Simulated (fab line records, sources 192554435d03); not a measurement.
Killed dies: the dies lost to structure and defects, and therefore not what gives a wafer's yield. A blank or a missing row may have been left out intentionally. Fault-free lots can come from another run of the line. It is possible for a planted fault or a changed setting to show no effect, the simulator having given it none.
Chamber matching :: flow n5-finfet :: N5_BEOL_M13_ILD_DEP_00 on pecvd-01: 3 sister chambers
The step deposits SiOC from DEMS/O2, target thk 837.92 nm, time 166.4 s. 6 wafers are shown with their chamber, then 10 later ones without.

== WAFERS, EACH WITH ITS CHAMBER ==
wafer: L078.1
chamber: 1
throttle-valve-pct (%): 12.2
heater-power-w (W): 606

wafer: L080.1
chamber: 0
throttle-valve-pct (%): 11.8
heater-power-w (W): 501

wafer: L080.5
chamber: 1
throttle-valve-pct (%): 12.2
heater-power-w (W): 479

wafer: L079.4
chamber: 0
throttle-valve-pct (%): 11.9
heater-power-w (W): 447

wafer: L082.3
chamber: 2
throttle-valve-pct (%): 11.6
heater-power-w (W): 382

wafer: L082.4
chamber: 2
throttle-valve-pct (%): 11.4
heater-power-w (W): 407

== WAFERS WITHOUT THEIR CHAMBER ==
wafer: L082.5
throttle-valve-pct (%): 11.8
heater-power-w (W): 439

wafer: L088.1
throttle-valve-pct (%): 11.8
heater-power-w (W): 423

wafer: L088.2
throttle-valve-pct (%): 12.4
heater-power-w (W): 556

wafer: L088.4
throttle-valve-pct (%): 11.3
heater-power-w (W): 329

wafer: L089.1
throttle-valve-pct (%): 12.2
heater-power-w (W): 595

wafer: L089.5
throttle-valve-pct (%): 11.7
heater-power-w (W): 551

wafer: L089.6
throttle-valve-pct (%): 11.4
heater-power-w (W): 416

wafer: L092.4
throttle-valve-pct (%): 12.3
heater-power-w (W): 573

wafer: L092.5
throttle-valve-pct (%): 12.5
heater-power-w (W): 607

wafer: L092.6
throttle-valve-pct (%): 11.4
heater-power-w (W): 427

== WHICH CHAMBER EACH WENT THROUGH ==
wafer: L082.5
from the rows above: 0
in truth: 0

wafer: L088.1
from the rows above: 0
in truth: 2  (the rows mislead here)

wafer: L088.2
from the rows above: 1
in truth: 1

wafer: L088.4
from the rows above: 2
in truth: 2

wafer: L089.1
from the rows above: 1
in truth: 1

wafer: L089.5
from the rows above: can't be placed: 0 or 2
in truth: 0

wafer: L089.6
from the rows above: 2
in truth: 2

wafer: L092.4
from the rows above: 1
in truth: 1

wafer: L092.5
from the rows above: 1
in truth: 1

wafer: L092.6
from the rows above: 2
in truth: 2
Correctly placed: 8 of 10. Can't be placed from these rows: 1 (the true chamber is among the candidates in 1). 1 placed wrongly.
How it was worked out, from the rows above alone: a wafer's distance from a chamber is the root of the sum, over the readings, of the square of ((its reading less the chamber's mean) divided by the reading's scatter). The wafer belongs to the nearest chamber; if the next one is less than 2 further off, it can't be placed. A chamber's mean is the mean of its shown wafers. The scatter: take each reading less its chamber's mean, square it, sum over the shown wafers, divide by the number of wafers less the number of chambers, and take the root.
